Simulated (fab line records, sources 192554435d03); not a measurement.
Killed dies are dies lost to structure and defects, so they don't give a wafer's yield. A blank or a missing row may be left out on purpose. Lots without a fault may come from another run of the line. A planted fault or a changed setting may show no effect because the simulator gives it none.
Split-lot experiment | flow n5_finfet | 7 lots, 21 wafers read, on a route of 1938 steps

THE SPLIT
At N5_BEOL_M11_VIA_ETCH_34 (etches SiCOH lowk in C4F6/O2, target depth 184.5 nm, time 69.2 s), the setting time_s was moved away from the recipe's 69.2 s on 5 of the 21 wafers read, by -12.7% to +6.9%. The other wafers ran this setting at the recipe's value.

The reading is taken at the split's own step.

THE READING
SOC_of_BEOL_M11_COAT_63.thk_nm (the simulator's own value, which no gauge read), in nm, at N5_BEOL_M11_VIA_ETCH_34 (etches SiCOH lowk in C4F6/O2, target depth 184.5 nm, time 69.2 s). The file gives no usual value for it. The 16 wafers here that ran the recipe average 92.2 nm, standard deviation 0.33 nm.

wafer  | tool, chamber at the split | time_s as run, s | against the recipe | SOC_of_BEOL_M11_COAT_63.thk_nm, nm | against lot-mates on the recipe
L086.1 | rie_diel-03, 3             | 69.2             | recipe             | 92.6                               | -
L086.2 | rie_diel-03, 0             | 69.2             | recipe             | 92.4                               | -
L086.4 | rie_diel-03, 1             | 69.2             | recipe             | 92.6                               | -
L085.1 | rie_diel-03, 1             | 60.38            | -12.7%             | 93.2                               | +1.1
L085.2 | rie_diel-03, 2             | 69.2             | recipe             | 92                                 | -
L085.3 | rie_diel-03, 0             | 69.2             | recipe             | 92.2                               | -
L088.3 | rie_diel-04, 2             | 69.2             | recipe             | 91.8                               | -
L088.4 | rie_diel-04, 0             | 61.99            | -10.4%             | 93                                 | +1.2
L088.6 | rie_diel-04, 2             | 61.99            | -10.4%             | 93                                 | +1.2
L089.1 | rie_diel-03, 2             | 69.2             | recipe             | 92                                 | -
L089.4 | rie_diel-03, 1             | 73.95            | +6.9%              | 91.4                               | -0.6
L089.6 | rie_diel-03, 3             | 73.95            | +6.9%              | 92                                 | +0.0
L090.1 | rie_diel-03, 0             | 69.2             | recipe             | 92.2                               | -
L090.4 | rie_diel-03, 3             | 69.2             | recipe             | 92.4                               | -
L090.6 | rie_diel-03, 0             | 69.2             | recipe             | 92.2                               | -
L091.2 | rie_diel-04, 0             | 69.2             | recipe             | 92.2                               | -
L091.3 | rie_diel-04, 1             | 69.2             | recipe             | 92.4                               | -
L091.5 | rie_diel-04, 0             | 69.2             | recipe             | 92.6                               | -
L096.4 | rie_diel-04, 2             | 69.2             | recipe             | 91.8                               | -
L096.5 | rie_diel-04, 0             | 69.2             | recipe             | 91.8                               | -
L096.6 | rie_diel-04, 1             | 69.2             | recipe             | 91.4                               | -

THE FIT
A straight line over all 21 wafers: SOC_of_BEOL_M11_COAT_63.thk_nm changes by -0.0777 nm for each +1% of time_s; r = -0.76; the points scatter about the line by 0.32 nm.
The same after taking each lot's own level away (the mean of its wafers on the recipe; 21 wafers): -0.0888 nm for each +1%; r = -0.91; scatter 0.19 nm.
On that fit, the largest move of time_s shifts the reading by 1.1 nm.
The lots' own levels span 91.67 to 92.53 nm, that is 2.6 times the standard deviation above.
So the lot-to-lot level blurs the effect unless lot-mates are compared.
Check: with one of the wafers moved furthest among these (-12.7%) left out of the fit, the line predicts +1.23 nm for it against its lot-mates. It came out at +1.1 nm against them.

THE WHOLE CHAIN: every reading that the file lists as answering this split, in the file's order
step                    | what it does                                                     | reading                                                                         | change (the file's fit)                | r (the file's)
N5_BEOL_M11_VIA_ETCH_34 | etches SiCOH lowk in C4F6/O2, target depth 184.5 nm, time 69.2 s | etch.depth_nm (the simulator's own value, which no gauge read)                  | +1.68 nm for each +1% of the setting   | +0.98
N5_BEOL_M11_VIA_ETCH_34 | etches SiCOH lowk in C4F6/O2, target depth 184.5 nm, time 69.2 s | SOC_of_BEOL_M11_COAT_63.thk_nm (the simulator's own value, which no gauge read) | -0.0898 nm for each +1% of the setting | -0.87

THE FILE'S OWN FIT
SOC_of_BEOL_M11_COAT_63.thk_nm changes by -0.0898 nm for each +1% of time_s, r = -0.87.
